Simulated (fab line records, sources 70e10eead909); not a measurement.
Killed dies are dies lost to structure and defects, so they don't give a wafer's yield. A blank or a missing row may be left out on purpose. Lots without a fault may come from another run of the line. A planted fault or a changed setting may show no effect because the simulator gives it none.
fab line records | flow nand_harc
record lots=5 wafers=15 last_day=31
route steps=1302 shown A_M0@1148 A_M1@1169 END@1302
lots that met no fault: from a run of the same line without faults
start_h: hours from the record's first day to the start of the lot's first wafer shown | wait_h: hours since the lot's step before | " the same as in the row above | L1.1+2: a row that stands for several wafers | - no value, or no start given | * or withheld: withheld | < > ~ a bound
route shown NAME@n: a module of which the file shows steps, and the number in the route of the first | usual: mean/standard deviation of fault-free wafers | same: alike in all rows | chamber/n: place in a boat | sites: the reading at each site | _std_site: their standard deviation | _edge_site: outer sites' mean less inner sites' | radius_mm: how far each site lies from the wafer's centre | mask NAME#n: copy n | behind: the tool/chamber that last shaped the wafer | hold: why the lot was held/for how many hours/how that ended | device: the transistor (n, p or np) that didn't switch | end of line: the same wafers' tests at the end of the route | a step without rows: its recipe alone | killed: dies lost to structure and defects at the first sort, not the wafer's yield | map: a wafer's dies, x killed, . not, _ none there
set.NAME: the setting as run; set.NAME@STEP: as run at that earlier step | model.NAME: the simulator's own value behind a step, which no gauge read
lots at some steps of the route; a table a step, a row a wafer
services: from which hour (start_h, from the record's first day; less than 0 if before it) a tool's chamber was out of use, for how many hours, and why
## steps
# step NHARC_A_M0_OVL_MEAS_10
# recipe pitch_nm=160
# usual overlay_x_nm=0.0/0.95 overlay_y_nm=0.0/0.86
# columns lot.wafer tool chamber start_h wait_h overlay_x_nm overlay_y_nm
L475.2 overlay-01 - 521.06 - 0.9 0.2
L475.5 " - " " 0.0 0.7
L475.6 " - " " 0.4 0.5
L477.1 overlay-01 - 562.04 - -0.3 -1.1
L477.4 " - " " -0.7 -1.6
L477.5 " - " " -0.6 -1.3
L484.1 overlay-02 - 616.70 - 0.7 -0.9
L484.2 " - " " 0.2 -1.1
L484.5 " - " " 0.6 -0.9
L491.1 overlay-01 - 668.59 - -0.2 -0.8
L491.3 " - " " -0.6 -1.2
L491.6 " - " " 0.0 -1.0
L493.3 overlay-02 - 700.02 - 1.9 0.4
L493.5 " - " " 1.3 0.3
L493.6 " - " " 1.4 0.2
# step NHARC_A_M0_INSPECT_11
# usual raw_defect_count=85/41
# columns lot.wafer tool chamber start_h wait_h raw_defect_count
L475.2 defect_inspect-01 - 521.10 0.0 114
L475.5 " - " " 100
L475.6 " - " " 104
L477.1 defect_inspect-02 - 562.07 0.0 29
L477.4 " - " " 24
L477.5 " - " " 31
L484.1 defect_inspect-02 - 616.74 0.0 38
L484.2 " - " " 45
L484.5 " - " " 37
L491.1 defect_inspect-01 - 668.62 0.0 140
L491.3 " - " " 142
L491.6 " - " " 154
L493.3 defect_inspect-01 - 700.06 0.0 78
L493.5 " - " " 72
L493.6 " - " " 66
# step NHARC_A_M0_DESCUM_14
# recipe time_s=3 o2_flow_sccm=200 ar_flow_sccm=0 bias_power_w=0 chemistry=O2
# step NHARC_A_M0_ETCH_34
# recipe target_depth_a=400 overetch_a=120 time_s=43.94 ion_energy_ev=200 n2_flow_sccm=150 h2_flow_sccm=150 ar_flow_sccm=0 rf_w=400 bias_w=150 chemistry=N2/H2
# step NHARC_A_M0_ETCH_15
# recipe target_depth_a=1500 overetch_a=150 time_s=82.5 c4f8_flow_sccm=withheld ar_flow_sccm=400 rf_w=600 bias_w=300 chemistry=C4F8/Ar
# step NHARC_A_M0_CD_MEAS_16
# usual cd_nm=80.0/0.64
# columns lot.wafer tool chamber start_h wait_h cd_nm
L475.2 cd_sem-02 - 521.46 - 79.5
L475.5 " - " " 80.1
L475.6 " - " " 79.5
L477.1 cd_sem-01 - 562.43 - 80.9
L477.4 " - " " 81.6
L477.5 " - " " 80.8
L484.1 cd_sem-03 - 617.10 - 80.5
L484.2 " - " " 81.0
L484.5 " - " " 80.9
L491.1 cd_sem-01 - 668.98 - 78.4
L491.3 " - " " 79.4
L491.6 " - " " 79.2
L493.3 cd_sem-01 - 700.42 - 79.5
L493.5 " - " " 79.6
L493.6 " - " " 79.8
# step NHARC_A_M0_STRIP_18
# recipe power_w=1000 n2_flow_sccm=150 h2_flow_sccm=150 ar_flow_sccm=0 bias_w=0 chemistry=N2/H2
# step NHARC_A_M0_STRIP_19
# recipe time_s=600 temp_c=30 chemistry=post_etch_residue_remover
# step NHARC_A_M0_DEGAS_28
# recipe temp_c=250 time_s=60
# usual heater_power_w=329/32 susceptor_temp_C=250.02/0.16
# columns lot.wafer tool chamber start_h wait_h heater_power_w susceptor_temp_C
L475.2 pvd_sputter-03 - 522.08 - 309 -
L475.5 " - " " 319 -
L475.6 " - " " 338 -
L477.4 pvd_sputter-03 - 563.06 - 320 -
L477.1 " - " " 316 -
L477.5 " - " " 324 -
L484.1 pvd_sputter-01 - 617.72 - 365 250.14
L484.2 " - " " 374 249.81
L484.5 " - " " 366 250.20
L491.3 pvd_sputter-01 - 669.62 - 369 250.42
L491.1 " - " " 292 249.87
L491.6 " - " " 393 249.98
L493.3 pvd_sputter-01 - 701.06 - 309 250.11
L493.6 " - " " 364 249.99
L493.5 " - " " 298 250.05
# step NHARC_A_M0_PRE_CLEAN_29
# recipe time_s=30 temp_c=280 gas=H2/He
# usual heater_power_w=405/40 susceptor_temp_C=279.99/0.2
# columns lot.wafer tool chamber start_h wait_h heater_power_w susceptor_temp_C
L475.2 pvd_sputter-03 - - - 404 280.06
L475.5 " - " " 422 279.94
L475.6 " - " " 391 280.22
L477.1 pvd_sputter-03 - - - 383 279.99
L477.4 " - " " 392 280.03
L477.5 " - " " 398 279.80
L484.2 pvd_sputter-01 - - - 372 279.73
L484.1 " - " " 441 280.20
L484.5 " - " " 376 280.00
L491.3 pvd_sputter-01 - - - 473 279.63
L491.1 " - " " 448 280.11
L491.6 " - " " 473 279.87
L493.3 pvd_sputter-01 - - - 372 280.40
L493.5 " - " " 456 279.78
L493.6 " - " " 363 280.04
# step NHARC_A_M0_PVD_20
# recipe target_thk_a=50 bias_v=168.6 power_w=15000 chamber_pressure_pa=0.12 time_s=8.06 substrate_temp_c=50 material=TaN
# step NHARC_A_M0_PVD_21
# recipe target_thk_a=300 chamber_pressure_pa=5 power_w=5000 substrate_temp_c=30 time_s=20.49 material=Cu
# usual throttle_valve_pct=30.5/1
# columns lot.wafer tool chamber start_h wait_h throttle_valve_pct
L475.2 pvd_sputter-03 - - - 31.2
L475.6 " - " " 30.5
L475.5 " - " " 29.4
L477.1 pvd_sputter-03 - - - 29.5
L477.4 " - " " 31.7
L477.5 " - " " 29.6
L484.2 pvd_sputter-01 - - - 30.5
L484.1 " - " " 31.1
L484.5 " - " " 29.8
L491.1 pvd_sputter-01 - - - 31.7
L491.3 " - " " 30.2
L491.6 " - " " 29.6
L493.3 pvd_sputter-01 - - - 29.6
L493.6 " - " " 31.5
L493.5 " - " " 29.5
# step NHARC_A_M0_ECD_22
# recipe target_thk_a=4000 bath_temp_c=25 material=Cu
# columns lot.wafer tool chamber start_h wait_h
L475.2+5+6 ecd_cu-01 1,1,0 522.44 -
L477.1+4+5 ecd_cu-01 1 563.41 -
L484.2+1+5 ecd_cu-02 1,0,1 618.07 -
L491.1+3+6 ecd_cu-01 0,1,0 670.01 -
L493.3+5+6 ecd_cu-02 1,0,1 701.55 -
# step NHARC_A_M0_ANNEAL_30
# recipe temp_c=225 time_s=90
# step NHARC_A_M0_CMP_23
# recipe t_overpolish_s=20 target_thk_nm=113.75
# step NHARC_A_M0_THK_MEAS_24
# recipe thk_meas_gauge=xrf
# usual thk_nm=114.0/1.4
# columns lot.wafer tool chamber start_h wait_h thk_nm
L475.2 film_metro-01 - 523.48 - 115.0
L475.5 " - " " 115.4
L475.6 " - " " 115.4
L477.1 film_metro-01 - 564.45 - 114.9
L477.4 " - " " 117.7
L477.5 " - " " 117.3
L484.1 film_metro-01 - 619.11 - 112.4
L484.2 " - " " 112.1
L484.5 " - " " 111.4
L491.1 film_metro-02 - 671.01 - 112.2
L491.3 " - " " 114.7
L491.6 " - " " 114.2
L493.3 film_metro-02 - 702.44 - 116.2
L493.5 " - " " 115.7
L493.6 " - " " 114.6
# step NHARC_A_M0_SRD_25
# step NHARC_A_M0_PRE_CLEAN_31
# recipe time_s=12 temp_c=370 rf_power_w=300 gas=NH3
# usual heater_power_w=588/79 susceptor_temp_C=370.01/0.21
# columns lot.wafer tool chamber start_h wait_h heater_power_w susceptor_temp_C
L475.2 pecvd-01 0 523.71 0.1 626 369.74
L475.6 " 2 " " 611 369.90
L475.5 " 0 " " 626 370.17
L477.1 pecvd-03 1 564.68 0.1 727 369.96
L477.4 " 1 " " 750 370.16
L477.5 " 2 " " 635 370.02
L484.2 pecvd-01 0 619.37 0.1 622 369.99
L484.1 " 1 " " 546 370.04
L484.5 " 1 " " 559 370.05
L491.1 pecvd-02 2 671.24 0.1 454 370.28
L491.3 " 0 " " 534 370.04
L491.6 " 2 " " 460 370.05
L493.3 pecvd-03 2 702.69 0.1 664 370.14
L493.6 " 1 " " 716 369.66
L493.5 " 2 " " 668 370.01
# step NHARC_A_M0_DEP_32
# recipe target_thk_a=300 temp_c=370 target_thk_nm=30 pressure_torr=3 flow_sccm=200 rf_w=450 material=SiCN
# step NHARC_A_M1_DEP_00
# recipe target_thk_a=1825 target_thk_nm=182.5 temp_c=withheld pressure_torr=5 flow_sccm=200 rf_w=600 material=SiOC
# step NHARC_A_M1_DEHYDRATE_01
# recipe temp_c=150 time_s=120
# step NHARC_A_M1_HMDS_02
# recipe time_s=30
# step NHARC_A_M1_COAT_34
# recipe temp_c=200 time_s=65
# step NHARC_A_M1_COAT_03
# recipe spin_rpm=1500 resist_thk_nm=90
# step NHARC_A_M1_SOFTBAKE_04
# recipe temp_c=105 time_s=55
# step NHARC_A_M1_EBR_05
# step NHARC_A_M1_EXPOSE_06
# recipe na=1.35 target_cd_nm=120 dose_mj=75.13 mask_id=A_M1
# step NHARC_A_M1_PEB_07
# recipe peb_temp_c=100 peb_time_s=65
# step NHARC_A_M1_DEVELOP_08
# recipe develop_time_s=35 dev_temp_c=23
# step NHARC_A_M1_CD_MEAS_09
# recipe target_cd_nm=120 landing_energy_ev=500
# usual cd_nm=119.9/0.54
# columns lot.wafer tool chamber start_h wait_h cd_nm
L475.2 cd_sem-02 0 524.90 - 118.7
L475.5 " 0 " " 119.9
L475.6 " 0 " " 119.2
L477.1 cd_sem-03 0 566.00 - 120.6
L477.4 " 0 " " 120.3
L477.5 " 0 " " 120.8
L484.1 cd_sem-01 0 620.56 - 119.6
L484.2 " 0 " " 119.6
L484.5 " 0 " " 119.8
L491.1 cd_sem-02 0 672.56 - 119.9
L491.3 " 0 " " 119.2
L491.6 " 0 " " 120.0
L493.3 cd_sem-01 0 703.88 - 119.8
L493.5 " 0 " " 119.2
L493.6 " 0 " " 120.2
# step NHARC_A_M1_OVL_MEAS_10
# recipe pitch_nm=240
# usual overlay_x_nm=0.0/0.89 overlay_y_nm=0.0/0.81
# columns lot.wafer tool chamber start_h wait_h overlay_x_nm overlay_y_nm
L475.2 overlay-01 - 524.99 - 1.6 -0.6
L475.5 " - " " 1.3 -0.1
L475.6 " - " " 1.2 0.5
L477.1 overlay-02 - 566.09 - -0.1 -0.1
L477.4 " - " " -0.4 0.0
L477.5 " - " " -0.1 -0.1
L484.1 overlay-02 - 620.64 - -1.2 1.5
L484.2 " - " " -1.3 1.2
L484.5 " - " " -1.4 1.5
L491.1 overlay-02 - 672.65 - -1.0 -1.3
L491.3 " - " " -1.1 -1.5
L491.6 " - " " -0.5 -1.6
L493.3 overlay-02 - 703.97 - 0.2 -0.9
L493.5 " - " " 0.2 -1.0
L493.6 " - " " 0.1 -0.9
# step NHARC_A_M1_DESCUM_14
# recipe time_s=3 o2_flow_sccm=200 ar_flow_sccm=0 bias_power_w=0 chemistry=O2
# step NHARC_A_M1_ETCH_35
# recipe target_depth_a=400 overetch_a=120 time_s=43.94 ion_energy_ev=200 n2_flow_sccm=150 h2_flow_sccm=150 ar_flow_sccm=0 rf_w=400 bias_w=150 chemistry=N2/H2
# step NHARC_A_M1_ETCH_15
# recipe target_depth_a=1825 time_s=91.2 c4f8_flow_sccm=withheld ar_flow_sccm=400 rf_w=600 bias_w=300 chemistry=C4F8/Ar
# step NHARC_A_M1_CD_MEAS_16
# usual cd_nm=119.9/0.6
# columns lot.wafer tool chamber start_h wait_h cd_nm
L475.2 cd_sem-03 - 525.39 - 118.2
L475.5 " - " " 119.5
L475.6 " - " " 119.9
L477.1 cd_sem-03 - 566.96 - 121.0
L477.4 " - " " 120.8
L477.5 " - " " 120.4
L484.1 cd_sem-02 - 621.05 - 119.9
L484.2 " - " " 119.3
L484.5 " - " " 120.3
L491.1 cd_sem-03 - 673.05 - 119.6
L491.3 " - " " 119.2
L491.6 " - " " 120.1
L493.3 cd_sem-01 - 704.39 - 120.1
L493.5 " - " " 119.4
L493.6 " - " " 119.6
# step NHARC_A_M1_STRIP_18
# recipe power_w=1000 n2_flow_sccm=150 h2_flow_sccm=150 ar_flow_sccm=0 bias_w=0 chemistry=N2/H2
# step NHARC_A_M1_ETCH_28
# recipe target_depth_a=300 over_etch_frac=0.3 time_s=72.99 ion_energy_ev=150 cf4_flow_sccm=50 n2_flow_sccm=100 ar_flow_sccm=150 rf_w=300 bias_w=100 chemistry=CF4/N2
# step NHARC_A_M1_STRIP_19
# recipe time_s=600 temp_c=30 chemistry=post_etch_residue_remover
# step NHARC_A_M1_DEGAS_29
# recipe temp_c=250 time_s=60
# usual heater_power_w=325/32 susceptor_temp_C=250.01/0.16
# columns lot.wafer tool chamber start_h wait_h heater_power_w susceptor_temp_C
L475.2 pvd_sputter-01 - 526.12 - 307 250.06
L475.5 " - " " 299 249.88
L475.6 " - " " 390 250.13
L477.1 pvd_sputter-01 - 567.67 - 314 -
L477.4 " - " " 402 -
L477.5 " - " " 301 -
L484.2 pvd_sputter-01 - 621.82 - 364 250.03
L484.1 " - " " 298 249.70
L484.5 " - " " 299 249.91
L491.1 pvd_sputter-02 - 673.76 - 367 250.15
L491.3 " - " " 299 250.06
L491.6 " - " " 373 250.22
L493.3 pvd_sputter-01 - 705.09 - 362 -
L493.5 " - " " 361 -
L493.6 " - " " 306 -
# step NHARC_END_SORT_01
# recipe temp_c=25
# usual defect_limited_yield=91/3.1 killed_at_array=56/21 killed_at_other=1.2/1.6 killed_at_periphery=3.7/2.5 killed_dies=61/21 killed_open=3.1/1.8 killed_short=2.8/1.7
# same gross_dies=677
# columns lot.wafer tool chamber start_h wait_h defect_limited_yield[%] killed_at_array killed_at_other killed_at_periphery killed_dies killed_open killed_short
L491.1 prober-01 0 711.43 2.5 55 300 1 7 308 3 5
L491.3 prober-01 0 713.03 3.1 60 264 0 7 271 3 4
L491.6 prober-01 0 715.44 4.0 52 318 2 5 325 1 3
# killed by level:class
L491.1 A_M0:unspecified=228 A_CHANNEL_HOLE_D1:chamber_film_flake=30 A_SLIT:chamber_film_flake=23 A_CHANNEL_HOLE_D2:chamber_film_flake=10 P_STI:chamber_film_flake=3 A_STAIRCASE:chamber_film_flake=2 P_CONTACT:geometric_particle:open=1 P_M0:geometric_particle:open=1
L491.3 A_M0:unspecified=210 A_SLIT:chamber_film_flake=22 A_CHANNEL_HOLE_D1:chamber_film_flake=19 A_CHANNEL_HOLE_D2:chamber_film_flake=5 P_M1:chamber_film_flake=3 A_STAIRCASE:chamber_film_flake=3 A_CHANNEL_FILL_D1:geometric_particle:short=2 P_STI:geometric_particle:short=1
L491.6 A_M0:unspecified=250 A_CHANNEL_HOLE_D1:chamber_film_flake=33 A_SLIT:chamber_film_flake=18 A_CHANNEL_HOLE_D2:chamber_film_flake=13 P_STI:chamber_film_flake=2 THIN_TSV:chamber_film_flake=2 P_CONTACT:geometric_particle:short=1 P_M0:geometric_particle:short=1
# map L491.6 (x killed, . not)
____________x____________
_________xx....x_________
_______..x..x....._______
______x..xxxx..x...______
_____....xxxxxxx...._____
____x..xxx.......xx.x____
____x..xxx.x.xxxx..x.____
___..x.x.....xxxx.x..x___
___x..x.xxx.xxx.x..x..___
__x.xx......xx.xx.x....__
__xx....xxx.....x..xxxx__
_.x.xx..x...x......x..xx_
_........x..xx...x...xxx_
_x..xx..xx.x..x..xx.xxxx_
_.xx..x.xxx.xx...x..xxxx_
_.x..x.x..x..xx...xx.xxx_
.xx...x...x.x.x.x.x.xxxxx
...x....xxx....x....xxxxx
.xxxxx.x...x.....xxx.xxxx
....x...xxxx..xx..x..xxxx
.x.xx.xx.x...xx.....xxxxx
_..x......x.....x.xxxxx._
_xx.xx.x..xxxx.x...x..x._
_.x..xxxxx...x.xxx....x._
_x....xx.xxx..x.x....xxx_
_xxx..x.xx.xx.x.xxx..x.x_
__x..xxxx.x.x.xxxx....x__
__.x...xxxxx.xx.......x__
___...xxx.xx....xx.x.x___
___xxx.xxxx.xxx.xxx.x.___
____.xxxx.x.x.x......____
____xxxxxxx.x...xxxxx____
_____x.xx.x..x.xxx.._____
______.xx.xx.xx....______
_______......xx..._______
_________..x.x.._________
____________x____________
# map L475.6 (x killed, . not)
____________.____________
_________......._________
_______.......xx.._______
______.............______
_____.............x._____
____.................____
____........x....x...____
___...................___
___...................___
__.........x...........__
__...............x.....__
_.....x.............x..._
_x...........x.........._
_.....................xx_
_......................._
_....x..............x.xx_
.....................xxxx
...x.x.............xxxxx.
...................x.x.xx
.....x...............xx.x
.....................x...
_.........x............._
_......x............x..._
_.x....x..x............._
_..x....xxx.......x....._
_xx..xx.x..............._
__x...xxxxx....x.......__
__.....xxxx............__
___x...xxxxx..........___
___.xx.xxx............___
____.x..xx.x.........____
____.xxxxx...........____
_____..x............_____
______x.x..........______
_______..........._______
_________......x_________
____________.____________
## services
# columns tool chamber start_h hours kind
pecvd-01 0 505.00 - clean
pecvd-01 1 505.00 - clean
pecvd-01 2 505.00 - clean
ecd_cu-01 - 512.01 8.0 pm
pvd_sputter-02 - 523.61 13.0 repair
pvd_sputter-03 - 526.04 10.0 pm
pecvd-03 - 547.35 13.0 pm
pecvd-03 0 547.35 13.0 vent_cycle
pecvd-03 1 547.35 13.0 vent_cycle
pvd_sputter-01 - 564.76 1.7 repair
ecd_cu-01 - 579.14 0.5 repair
pvd_sputter-01 - 582.00 10.0 pm
pvd_sputter-03 - 588.01 0.6 repair
pecvd-03 0 588.85 17.7 repair
pecvd-02 - 589.71 13.0 pm
ecd_cu-02 - 596.00 8.0 pm
pvd_sputter-03 - 612.78 5.1 repair
pvd_sputter-02 - 638.00 10.0 pm
pvd_sputter-01 - 638.63 5.7 repair
pvd_sputter-01 - 660.17 3.7 repair
pecvd-01 - 673.00 13.0 pm
ecd_cu-01 - 688.01 8.0 pm
pvd_sputter-03 - 690.15 3.2 repair
pvd_sputter-03 - 704.04 10.0 pm
## key
first_sign step=NHARC_END_SORT_01 reading=defect_limited_yield direction=down sigmas=11 usual=91 struck=55
effect step=NHARC_END_SORT_01 reading=killed_dies direction=up sigmas=11 usual=61 struck=301
more_kills_born_at NHARC_A_M0_ECD_22@ecd_cu-01=688
met_at NHARC_A_M0_ECD_22
struck_wafers L491.1,L491.3,L491.6
onset_between 563.41 670.01
also_fits NHARC_A_M0_PRE_CLEAN_31:pecvd-02,NHARC_A_M1_DEGAS_29:pvd_sputter-02
fault kind=chamber_particle_source tool=ecd_cu-01 chamber=- onset_h=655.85 steps=NHARC_A_M0_ECD_22 rate_per_visit_cm2=0.51237
